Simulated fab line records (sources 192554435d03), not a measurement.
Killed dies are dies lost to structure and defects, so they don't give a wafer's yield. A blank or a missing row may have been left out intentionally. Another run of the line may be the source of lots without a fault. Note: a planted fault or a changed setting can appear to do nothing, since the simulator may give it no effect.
One fault seen from 2 desks + flow n5Finfet + only its own numbers are on each desk; what lay behind them is given at the end

THE METROLOGY DESK
What the gauges read for every lot (on any tool): the sampled wafers with a number, averaged. A lot is out of limits, marked OUT, if its mean lies more than 4 standard deviations from the usual mean; the brackets give that distance. 7 of its 15 readings are shown: the first one out of limits and those lying furthest out on some lot.
Columns: A = IOFF_N at N5_BEOL_M4_RC_MEAS_101, usual 0.17 nA/um; B = IOFF_N_85C at N5_BEOL_M4_RC_MEAS_101, usual 3.2 nA/um; C = IOFF_N_LIN at N5_BEOL_M4_RC_MEAS_101, usual 0.075 nA/um; D = IOFF_P at N5_BEOL_M4_RC_MEAS_101, usual 0.22 nA/um; E = IOFF_P_85C at N5_BEOL_M4_RC_MEAS_101, usual 3.8 nA/um; F = IOFF_P_LIN at N5_BEOL_M4_RC_MEAS_101, usual 0.102 nA/um; G = ION_N at N5_BEOL_M4_RC_MEAS_101, usual 673 uA/um
| lot  | first seen here | A    | B   | C                | D    | E   | F     | G   |
|------|-----------------|------|-----|------------------|------|-----|-------|-----|
| L134 | day 10 17:23    | 0.16 | 3.1 | 0.069            | 0.20 | 3.4 | 0.093 | 667 |
| L138 | day 10 23:35    | 0.10 | 2.1 | 0.050            | 0.16 | 2.8 | 0.079 | 651 |
| L143 | day 12 06:02    | 0.30 | 5.3 | 0.132 (+4.0) OUT | 0.38 | 5.9 | 0.165 | 707 |
Finding of this desk: L143 out of limits, first seen on L143 at day 12 06:02 (IOFF_N_LIN at N5_BEOL_M4_RC_MEAS_101). Within limits: L134, L138.

DESK OF THE TOOL OWNER: plasmaAsher-02
The tool's own readings at N5_STI_FIN_REVEAL_OXIDATION_31 (chemistry O2 PLASMA REMOTE, time 20 s): means of the sampled wafers that have a number, for each lot that ran on this tool. A lot is out of limits, marked OUT, if its mean lies more than 4 standard deviations from the usual mean; the brackets give that distance.
Columns: A = drypumpMotorCurrentA at N5_STI_FIN_REVEAL_OXIDATION_31, usual 5.7 A; B = heaterPowerW at N5_STI_FIN_REVEAL_OXIDATION_31, usual 137 W
| lot  | first seen here | A   | B   |
|------|-----------------|-----|-----|
| L134 | day 4 01:34     | 6.0 | 142 |
| L138 | day 5 00:25     | 6.1 | 140 |
| L143 | day 6 07:49     | 5.9 | 137 |
This desk's finding: nothing out of limits on any of the 3 lots.

PUT TOGETHER
L143 would have let the metrology desk raise an alarm at day 12 06:02.
The tool owner's desk saw nothing out of limits.
On record at the tool owner's desk: L143, within its limits.
All the named lots went through N5_STI_FIN_REVEAL_OXIDATION_31 on plasmaAsher-02.

WHAT WAS PUT IN BY THE SIMULATOR
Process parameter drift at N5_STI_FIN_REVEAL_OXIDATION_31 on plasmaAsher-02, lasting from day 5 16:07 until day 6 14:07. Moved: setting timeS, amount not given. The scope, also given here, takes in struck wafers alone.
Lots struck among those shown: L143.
Time in hours between the start of the fault and the first out-of-limits reading at each desk: metrology desk, 158.
